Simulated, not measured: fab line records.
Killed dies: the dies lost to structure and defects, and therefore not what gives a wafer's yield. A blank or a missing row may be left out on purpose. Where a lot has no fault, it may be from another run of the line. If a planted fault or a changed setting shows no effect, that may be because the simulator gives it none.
Chamber matching || flow nand_harc || 4 sister chambers for NHARC_A_WL_FILL_ALD_00 on ald_hk-02
The step deposits Al2O3, target thk 3 nm, pulse time 3 s, ald cycles 30. 20 wafers are shown with their chamber, then 10 later ones without.

WAFERS WITH THEIR CHAMBER
{"wafer": "L075.3", "chamber": 2, "heater_power_w (W)": 433, "precursor_pulse_height_rel": 1.023}
{"wafer": "L075.4", "chamber": 1, "heater_power_w (W)": 550, "precursor_pulse_height_rel": 0.974}
{"wafer": "L075.5", "chamber": 3, "heater_power_w (W)": 455, "precursor_pulse_height_rel": 1.030}
{"wafer": "L078.1", "chamber": 0, "heater_power_w (W)": 462, "precursor_pulse_height_rel": 0.959}
{"wafer": "L078.2", "chamber": 2, "heater_power_w (W)": 435, "precursor_pulse_height_rel": 0.991}
{"wafer": "L078.4", "chamber": 1, "heater_power_w (W)": 517, "precursor_pulse_height_rel": 0.981}
{"wafer": "L079.2", "chamber": 1, "heater_power_w (W)": 538, "precursor_pulse_height_rel": 1.004}
{"wafer": "L079.4", "chamber": 2, "heater_power_w (W)": 450, "precursor_pulse_height_rel": 1.000}
{"wafer": "L079.5", "chamber": 3, "heater_power_w (W)": 443, "precursor_pulse_height_rel": 0.984}
{"wafer": "L086.2", "chamber": 2, "heater_power_w (W)": 436, "precursor_pulse_height_rel": 0.989}
{"wafer": "L086.3", "chamber": 1, "heater_power_w (W)": 533, "precursor_pulse_height_rel": 0.982}
{"wafer": "L086.6", "chamber": 0, "heater_power_w (W)": 469, "precursor_pulse_height_rel": 1.003}
{"wafer": "L090.2", "chamber": 2, "heater_power_w (W)": 446, "precursor_pulse_height_rel": 0.995}
{"wafer": "L090.5", "chamber": 2, "heater_power_w (W)": 436, "precursor_pulse_height_rel": 0.977}
{"wafer": "L090.6", "chamber": 1, "heater_power_w (W)": 538, "precursor_pulse_height_rel": 0.967}
{"wafer": "L088.1", "chamber": 0, "heater_power_w (W)": 475, "precursor_pulse_height_rel": 1.002}
{"wafer": "L088.2", "chamber": 2, "heater_power_w (W)": 439, "precursor_pulse_height_rel": 0.998}
{"wafer": "L088.5", "chamber": 3, "heater_power_w (W)": 448, "precursor_pulse_height_rel": 0.978}
{"wafer": "L094.1", "chamber": 1, "heater_power_w (W)": 545, "precursor_pulse_height_rel": 1.012}
{"wafer": "L094.2", "chamber": 2, "heater_power_w (W)": 443, "precursor_pulse_height_rel": 0.989}

SIGNATURES, as means of the wafers listed above
{"reading": "heater_power_w", "chamber 0": 468.67, "chamber 1": 536.83, "chamber 2": 439.75, "chamber 3": 448.67, "scatter within a chamber": 8.14}
{"reading": "precursor_pulse_height_rel", "chamber 0": 0.98800, "chamber 1": 0.98667, "chamber 2": 0.99525, "chamber 3": 0.99733, "scatter within a chamber": 0.0188}
Rule: for a wafer and a chamber, the distance is found by dividing, reading by reading, the gap between the wafer's reading and the chamber's mean by the reading's scatter, squaring, summing and taking the root. If the next closest chamber is less than 2 further off than the closest, the wafer can't be placed; otherwise it belongs to the closest. The scatter is the square root of a quotient: the sum, over the shown wafers, of each reading's squared deviation from its chamber's mean, divided by wafers minus chambers.

WAFERS WHOSE CHAMBER IS MISSING
{"wafer": "L094.3", "heater_power_w (W)": 458, "precursor_pulse_height_rel": 1.030}
{"wafer": "L095.2", "heater_power_w (W)": 470, "precursor_pulse_height_rel": 0.980}
{"wafer": "L095.3", "heater_power_w (W)": 450, "precursor_pulse_height_rel": 0.999}
{"wafer": "L095.6", "heater_power_w (W)": 532, "precursor_pulse_height_rel": 0.979}
{"wafer": "L096.2", "heater_power_w (W)": 545, "precursor_pulse_height_rel": 1.004}
{"wafer": "L096.3", "heater_power_w (W)": 475, "precursor_pulse_height_rel": 0.959}
{"wafer": "L096.6", "heater_power_w (W)": 425, "precursor_pulse_height_rel": 1.041}
{"wafer": "L097.2", "heater_power_w (W)": 486, "precursor_pulse_height_rel": 0.990}
{"wafer": "L097.4", "heater_power_w (W)": 550, "precursor_pulse_height_rel": 0.984}
{"wafer": "L097.6", "heater_power_w (W)": 531, "precursor_pulse_height_rel": 1.011}

WHICH CHAMBER EACH WENT THROUGH
{"wafer": "L094.3", "from the rows above": "can't be placed: 3 or 0 or 2", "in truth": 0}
{"wafer": "L095.2", "from the rows above": 0, "in truth": 0}
{"wafer": "L095.3", "from the rows above": "can't be placed: 3 or 2", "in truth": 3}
{"wafer": "L095.6", "from the rows above": 1, "in truth": 1}
{"wafer": "L096.2", "from the rows above": 1, "in truth": 1}
{"wafer": "L096.3", "from the rows above": 0, "in truth": 0}
{"wafer": "L096.6", "from the rows above": "can't be placed: 2 or 3", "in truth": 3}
{"wafer": "L097.2", "from the rows above": 0, "in truth": 0}
{"wafer": "L097.4", "from the rows above": 1, "in truth": 1}
{"wafer": "L097.6", "from the rows above": 1, "in truth": 1}
Placed correctly: 7 of 10. Can't be placed from these rows: 3 (the true chamber is among the candidates in 3). 0 placed wrongly.
